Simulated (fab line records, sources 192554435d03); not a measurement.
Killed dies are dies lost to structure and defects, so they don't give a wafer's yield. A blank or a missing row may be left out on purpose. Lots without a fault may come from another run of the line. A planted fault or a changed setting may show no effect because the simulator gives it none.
fab line records | flow n5_finfet
record lots=4 wafers=12 last_day=17
route steps=1938 shown BEOL_M10@1527 BEOL_M11@1536 PASSIVATION@1936
lots that met no fault: from a run of the same line without faults
start_h: hours from the record's first day to the start of the lot's first wafer shown | wait_h: hours since the lot's step before | " the same as in the row above | L1.1+2: a row that stands for several wafers | - no value, or no start given | * or withheld: withheld | < > ~ a bound
route shown NAME@n: a module of which the file shows steps, and the number in the route of the first | usual: mean/standard deviation of fault-free wafers | same: alike in all rows | chamber/n: place in a boat | sites: the reading at each site | _std_site: their standard deviation | _edge_site: outer sites' mean less inner sites' | radius_mm: how far each site lies from the wafer's centre | mask NAME#n: copy n | behind: the tool/chamber that last shaped the wafer | hold: why the lot was held/for how many hours/how that ended | device: the transistor (n, p or np) that didn't switch | end of line: the same wafers' tests at the end of the route | a step without rows: its recipe alone | killed: dies lost to structure and defects at the first sort, not the wafer's yield | map: a wafer's dies, x killed, . not, _ none there
set.NAME: the setting as run; set.NAME@STEP: as run at that earlier step | model.NAME: the simulator's own value behind a step, which no gauge read
lots at some steps of the route; a table a step, a row a wafer
services: from which hour (start_h, from the record's first day; less than 0 if before it) a tool's chamber was out of use, for how many hours, and why
## steps
# step N5_BEOL_M10_SPUTTER_48
# recipe material=Cu target_thk_a=120 temp_c=-20 bias_v=60 power_w=26000 chamber_pressure_pa=0.13 time_s=2
# step N5_BEOL_M10_ECD_50
# recipe material=Cu target_thk_a=3180
# step N5_BEOL_M10_ANNEAL_51
# recipe temp_c=225 time_s=90 ambient=N2
# step N5_BEOL_M10_CMP_52
# recipe stop_on=SiCOH_lowk t_overpolish_s=7 down_force_psi=1 platen_rpm=50 clearing_platen_down_force_psi=1.5 clearing_platen_rpm=50 post_cmp_clean=cu_alkaline target_thk_nm=140 clearing_platen_pad_velocity_m_s=0.99484 pad_velocity_m_s=0.99484
# step N5_BEOL_M10_PRE_CLEAN_55
# recipe gas=NH3 time_s=15 temp_c=withheld rf_power_w=300
# step N5_BEOL_M10_DEP_56
# recipe material=SiCN target_thk_a=150 temp_c=withheld precursor=3MS/NH3 pressure_torr=3 rf_w=202 time_s=26.5
# step N5_BEOL_M11_ILD_DEP_00
# recipe material=SiCOH_lowk target_thk_a=3085.1 temp_c=300 precursor=DEMS/porogen pressure_torr=5 rf_w=500 time_s=58
# step N5_BEOL_M11_CURE_71
# recipe temp_c=385 time_s=240 ambient=He/Ar material=SiCOH_lowk
# step N5_BEOL_M11_PECVD_70
# recipe material=SiO2 target_thk_a=200 temp_c=400 precursor=TEOS/O2 pressure_torr=5.5 rf_w=450 teos_flow_sccm=53.8 gas=O2 flow_sccm=3000 time_s=22.7
# usual heater_power_w=697/83 rf_fwd_power_W=445.2/1.7 showerhead_plenum_p_Torr=8.74/0.036 throttle_valve_pct=21.4/1.4
# columns lot.wafer tool chamber start_h wait_h heater_power_w rf_fwd_power_W showerhead_plenum_p_Torr throttle_valve_pct model.SiO2_of_BEOL_M11_PECVD_70.thk_nm
L836.1 pecvd-03 2 252.66 0.0 621 444.0 8.76 19.9 20.2
L836.3 " 0 " " 688 446.4 8.79 22.2 20
L836.4 " 2 " " 648 443.7 8.76 20.2 20.6
L848.3 pecvd-03 0 304.70 0.0 639 447.2 8.82 22.4 19.8
L848.4 " 1 " " 634 447.6 8.72 24.1 20.2
L848.6 " 2 " " 729 - 8.74 19.8 14.8
L844.4 pecvd-03 1 304.83 0.1 577 445.2 8.73 24.1 20
L844.5 " 0 " " 717 - 8.83 22.4 14.4
L844.6 " 2 " " 750 - 8.75 20.0 14.8
L852.2 pecvd-04 0 348.93 0.0 574 445.2 8.79 21.7 19.6
L852.3 " 2 " " 832 442.1 8.72 22.3 19.6
L852.5 " 2 " " 797 442.0 8.72 22.4 19.8
# step N5_BEOL_M11_HM_DEP_02
# recipe material=TiN target_thk_a=200 temp_c=25 chamber_pressure_pa=0.49996
# step N5_BEOL_M11_COAT_59
# recipe resist=SOC temp_c=250 time_s=60 spin_rpm=1500 resist_thk_nm=100
# step N5_BEOL_M11_COAT_60
# recipe resist=SiARC temp_c=220 time_s=60 spin_rpm=1500 resist_thk_nm=30
# step N5_BEOL_M11_COAT_05
# recipe resist=CAR-ArF spin_rpm=1500 resist_thk_nm=90
# step N5_BEOL_M11_EBR_07
# recipe solvent=PGMEA ebr_width_mm=1.5
# step N5_BEOL_M11_SOFTBAKE_06
# recipe temp_c=110 time_s=60 resist=CAR-ArF
# step N5_BEOL_M11_EXPOSE_08
# recipe mask_id=M11 na=1.35 source_shape=dipole sigma_inner=0.411 sigma_outer=0.611 polarization=te dose_mj=53.75
# step N5_BEOL_M11_PEB_09
# recipe peb_temp_c=withheld peb_time_s=60 resist=CAR-ArF
# step N5_BEOL_M11_DEVELOP_10
# recipe develop_time_s=30 developer=TMAH resist=CAR-ArF rinse_liquid=diw dry=air_spin dev_temp_c=23
# step N5_BEOL_M11_DESCUM_16
# recipe chemistry=O2 time_s=7.9 source_power_w=50 bias_power_w=20 pressure_mtorr=20 rf_frequency_hz=2.712e+07 temp_c=40 resist=CAR-ArF o2_flow_sccm=225
# step N5_BEOL_M11_ETCH_61
# recipe chemistry=CF4 target=SiARC target_depth_a=390 mask_material=CAR-ArF time_s=65 ion_energy_ev=80 pressure_mtorr=40 source_w=545 bias_w=36 Ar_flow_sccm=100 cf4_flow_sccm=100 ends=cleared
# step N5_BEOL_M11_ETCH_62
# recipe chemistry=N2/H2 target=SOC target_depth_a=1100 overetch_a=220 mask_material=SiARC temp_c=40 time_s=165 ion_energy_ev=200 pressure_mtorr=30 source_w=840 bias_w=150 n2_flow_sccm=200 h2_flow_sccm=200
# step N5_BEOL_M11_STRIP_68
# recipe chemistry=N2/H2 temp_c=40 n2_flow_sccm=200 h2_flow_sccm=200 rf_frequency_hz=6e+07
# step N5_BEOL_M11_STRIP_67
# recipe chemistry=CF4 resist=SiARC power_w=300 bias_power_w=75 pressure_mtorr=50 cf4_flow_sccm=150 rf_frequency_hz=6e+07
# step N5_BEOL_M11_HM_OPEN_17
# recipe chemistry=Cl2/BCl3 target_depth_a=200 overetch_a=60 target=TiN mask_material=SOC ion_energy_ev=150 pressure_mtorr=10 icp_w=1000 bias_w=126 Cl2_flow_sccm=53.25 bcl3_flow_sccm=21.75 Ar_flow_sccm=25
# step N5_BEOL_M11_STRIP_19
# recipe chemistry=O2 power_w=400 temp_c=40 pressure_mtorr=30 rf_frequency_hz=6e+07 bias_power_w=0 overash_fraction=0.2 o2_flow_sccm=225
# step N5_BEOL_M11_COAT_63
# recipe resist=SOC temp_c=250 time_s=60 spin_rpm=1500 resist_thk_nm=100
# step N5_BEOL_M11_COAT_64
# recipe resist=SiARC temp_c=220 time_s=60 spin_rpm=1500 resist_thk_nm=30
# step N5_BEOL_M11_COAT_22
# recipe resist=CAR-ArF spin_rpm=1500 resist_thk_nm=90
# step N5_BEOL_M11_EBR_24
# recipe solvent=PGMEA ebr_width_mm=1.5
# step N5_BEOL_M11_SOFTBAKE_23
# recipe temp_c=110 time_s=60 resist=CAR-ArF
# step N5_BEOL_M11_EXPOSE_25
# recipe mask_id=V10 na=1.35 source_shape=annular sigma_inner=0.5 sigma_outer=0.8 polarization=unpolarized dose_mj=85.5
# step N5_BEOL_M11_PEB_26
# recipe peb_temp_c=withheld peb_time_s=60 resist=CAR-ArF
# step N5_BEOL_M11_DEVELOP_27
# recipe develop_time_s=30 developer=TMAH resist=CAR-ArF rinse_liquid=diw dry=air_spin dev_temp_c=23
# step N5_BEOL_M11_HM_STRIP_39
# recipe chemistry=peroxide_tin_strip material=TiN target_depth_a=250 temp_c=50 time_s=158
# usual bath_guard_temp_C=49.9/0.52 bath_heat_duty_pct=7.3/0.88
# columns lot.wafer tool chamber start_h wait_h bath_guard_temp_C bath_heat_duty_pct model.SiO2_of_BEOL_M11_PECVD_70.thk_nm
L836.1 wet_bench-03 7 255.44 0.0 49.8 8.5 20
L836.3 " 6 " " 50.1 6.1 19.8
L836.4 " 3 " " 50.0 7.2 20.4
L848.3 wet_bench-05 5 311.49 0.0 49.0 7.2 19.8
L848.4 " 2 " " 49.3 6.6 20.2
L848.6 " 4 " " 49.1 8.0 14.6
L844.4 wet_bench-02 4 311.95 0.0 50.9 7.9 19.8
L844.5 " 1 " " 49.6 7.1 14.2
L844.6 " 6 " " 50.0 8.5 14.6
L852.2 wet_bench-05 3 352.37 0.0 49.2 7.4 19.4
L852.3 " 2 " " 49.3 7.1 19.6
L852.5 " 6 " " 50.0 7.6 19.6
# step N5_BEOL_M11_CMP_52
# recipe stop_on=SiCOH_lowk t_overpolish_s=7 down_force_psi=1 platen_rpm=50 clearing_platen_down_force_psi=1.5 clearing_platen_rpm=50 post_cmp_clean=cu_alkaline target_thk_nm=140 clearing_platen_pad_velocity_m_s=0.99484 pad_velocity_m_s=0.99484
# usual barrier_field_endpoint_s=28.7/0.94 motor_current_A=6.1/0.61 retaining_ring_pressure_frac=1.001/0.0044 slurry_filter_dp_kPa=13.50/0.14
# columns lot.wafer tool chamber start_h wait_h barrier_field_endpoint_s motor_current_A retaining_ring_pressure_frac slurry_filter_dp_kPa
L836.1 cmp-03 3 257.82 0.3 27.7 5.8 1.003 13.45
L836.3 " 0 " " 28.7 5.7 1.000 13.63
L836.4 " 2 " " 29.6 6.1 1.005 13.50
L848.3 cmp-04 2 314.72 0.2 28.0 5.0 1.007 13.66
L848.4 " 1 " " 28.8 6.9 0.998 13.41
L848.6 " 2 " " 22.3 5.2 1.004 13.41
L844.4 cmp-03 2 315.37 0.4 28.8 6.3 1.011 13.56
L844.5 " 2 " " 21.5 6.0 1.004 13.50
L844.6 " 3 " " 22.6 6.1 1.003 13.65
L852.2 cmp-02 3 354.35 0.2 28.7 5.6 0.992 13.47
L852.3 " 0 " " 27.1 6.8 1.001 13.60
L852.5 " 0 " " 27.5 6.9 0.997 13.50
# step N5_PASSIVATION_PROBE_49
# usual defect_limited_yield=91.3/1.4 killed_at_M0_to_M3=33/9.9 killed_at_M4_up=15/5.6 killed_at_contacts=13/5.7 killed_at_front_end=38/12 killed_at_other=4/3.1 killed_dies=103/17 killed_open=66/13 killed_short=32/7.8 sort_bin_5_function=5.1/0.95 sort_bin_6_memory=3.2/0.68 sort_n_pass=1077/17 sort_yield_pct=91.3/1.5
# same gross_dies=1180 killed_at_back_side=0 sort_bin_4_leakage[%]=0 sort_bin_8_speed[%]=0
# columns lot.wafer tool chamber start_h wait_h defect_limited_yield[%] killed_at_M0_to_M3 killed_at_M4_up killed_at_contacts killed_at_front_end killed_at_other killed_dies killed_open killed_short sort_bin_5_function[%] sort_bin_6_memory[%] sort_n_pass sort_yield_pct[%]
L836.1 prober-02 - 299.44 0.0 90.1 49 16 13 37 2 117 74 40 6.0 3.9 1063 90.1
L836.3 prober-02 - 299.54 0.1 92.8 36 10 6 31 2 85 63 21 4.8 1.8 1095 92.8
L836.4 prober-02 - 299.59 0.2 91.0 41 18 11 33 3 106 73 33 5.3 3.3 1074 91.0
L844.4 prober-02 - 355.08 0.2 90.8 48 12 13 36 0 109 79 27 5.8 3.4 1071 90.8
L844.5 prober-02 - 355.13 0.2 90.4 32 15 11 55 0 113 72 37 6.0 3.1 1067 90.4
L844.6 prober-02 - 355.18 0.3 89.9 22 22 22 48 5 119 84 33 6.3 3.6 1061 89.9
L852.2 prober-01 - 396.75 0.1 92.9 27 6 13 33 5 84 51 28 4.3 2.6 1096 92.9
L852.3 prober-01 - 396.80 0.1 90.6 44 18 14 29 6 111 70 38 5.5 3.6 1069 90.6
L852.5 prober-01 - 396.90 0.2 90.0 43 7 18 38 12 118 73 37 5.4 3.7 1062 90.0
# killed by level:class
L836.1 FIN_SAQP:geometric_particle:short=15 BEOL_M0_SAQP:geometric_particle:open=13 MOL_CONTACT_COAG:geometric_particle:open=12 BEOL_M0_SAQP:geometric_particle:short=10 BEOL_M2:geometric_particle:open=7 BEOL_M3:geometric_particle:open=7 BEOL_M1:geometric_particle:open=5 BEOL_M4:geometric_particle:open=5
L836.3 BEOL_M2:geometric_particle:open=10 BEOL_M3:geometric_particle:open=9 BEOL_M1:geometric_particle:open=7 STI_FIN_REVEAL:geometric_particle:open=5 BEOL_M4:geometric_particle:open=5 FIN_SAQP:geometric_particle:open=4 DUMMY_GATE:geometric_particle:open=4 ILD0:geometric_particle:short=4
L836.4 BEOL_M0_SAQP:geometric_particle:open=11 FIN_SAQP:geometric_particle:short=10 BEOL_M5:geometric_particle:open=10 MOL_CONTACT_COAG:geometric_particle:open=9 BEOL_M2:geometric_particle:open=8 DUMMY_GATE:geometric_particle:open=7 BEOL_M1:geometric_particle:open=7 FIN_SAQP:geometric_particle:open=4
L844.4 STI_FIN_REVEAL:geometric_particle:open=14 MOL_CONTACT_COAG:geometric_particle:open=12 BEOL_M0_SAQP:geometric_particle:open=10 BEOL_M2:geometric_particle:open=9 BEOL_M0_SAQP:geometric_particle:short=8 BEOL_M3:geometric_particle:open=8 FIN_SAQP:geometric_particle:open=5 FIN_SAQP:geometric_particle:short=4
L844.5 STI_FIN_REVEAL:geometric_particle:open=12 BEOL_M2:geometric_particle:open=9 FIN_SAQP:geometric_particle:open=8 MOL_CONTACT_COAG:geometric_particle:open=8 FIN_SAQP:geometric_particle:short=7 GATE_CUT:geometric_particle:short=6 BEOL_M3:geometric_particle:open=6 BEOL_M0_SAQP:geometric_particle:short=4
L844.6 MOL_CONTACT_COAG:geometric_particle:open=19 FIN_SAQP:geometric_particle:open=12 FIN_SAQP:geometric_particle:short=10 BEOL_M3:geometric_particle:open=9 BEOL_M7:geometric_particle:open=7 GATE_CUT:geometric_particle:short=6 BEOL_M5:geometric_particle:open=5 GATE_CUT:geometric_particle:open=5
L852.2 MOL_CONTACT_COAG:geometric_particle:open=11 BEOL_M1:geometric_particle:open=10 STI_FIN_REVEAL:geometric_particle:open=6 GATE_CUT:geometric_particle:short=6 BEOL_M3:geometric_particle:open=6 FIN_SAQP:geometric_particle:open=5 DUMMY_GATE:geometric_particle:short=5 BEOL_M0_SAQP:geometric_particle:short=4
L852.3 BEOL_M0_SAQP:geometric_particle:short=14 MOL_CONTACT_COAG:geometric_particle:open=12 BEOL_M0_SAQP:geometric_particle:open=11 BEOL_M2:geometric_particle:open=8 BEOL_M4:geometric_particle:open=6 STI_FIN_REVEAL:geometric_particle:open=4 DUMMY_GATE:geometric_particle:open=4 BEOL_M2:geometric_particle:short=4
L852.5 MOL_CONTACT_COAG:geometric_particle:open=16 BEOL_M1:geometric_particle:open=10 BEOL_M0_SAQP:geometric_particle:open=8 BEOL_M0_SAQP:geometric_particle:short=7 FIN_SAQP:geometric_particle:open=6 STI_FIN_REVEAL:geometric_particle:open=6 BEOL_M1:geometric_particle:short=6 BEOL_M2:geometric_particle:open=5
## services
# columns tool chamber start_h hours kind
cmp-02 - 236.62 6.2 pm
cmp-02 - 250.96 0.5 repair
cmp-02 - 257.76 4.0 pm
cmp-04 - 261.59 0.5 repair
cmp-02 - 261.76 - consumable_replace:conditioner
cmp-02 - 261.76 - consumable_replace:pad
pecvd-04 0 262.33 5.5 scheduled_down
pecvd-04 - 270.79 3.2 repair
cmp-04 - 281.53 0.5 repair
pecvd-03 1 281.86 19.3 repair
pecvd-04 0 286.04 5.0 scheduled_down
cmp-03 - 296.81 5.0 repair
cmp-03 - 304.61 1.0 repair
cmp-02 - 324.79 3.9 repair
cmp-02 - 334.69 4.5 repair
wet_bench-03 - 346.59 6.2 repair
## key
first_sign step=N5_BEOL_M11_CMP_52 reading=barrier_field_endpoint_s direction=down sigmas=7 usual=28.7 struck=22.1
effect none on later readings
model_effect step=N5_BEOL_M11_PECVD_70 value=SiO2_of_BEOL_M11_PECVD_70.thk_nm without=20.27 struck=14.67
model_effect step=N5_BEOL_M11_HM_STRIP_39 value=SiO2_of_BEOL_M11_PECVD_70.thk_nm without=20.2 struck=14.47
met_at N5_BEOL_M11_PECVD_70
struck_wafers L844.5,L844.6,L848.6
onset_between 252.66 304.70
fault kind=process_parameter_drift tool=pecvd-03 chamber=- onset_h=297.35 steps=N5_BEOL_M11_PECVD_70 channel=time_s offset=* shape=step end_h=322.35 scope=struck_wafers_only acts_in=* stated=*
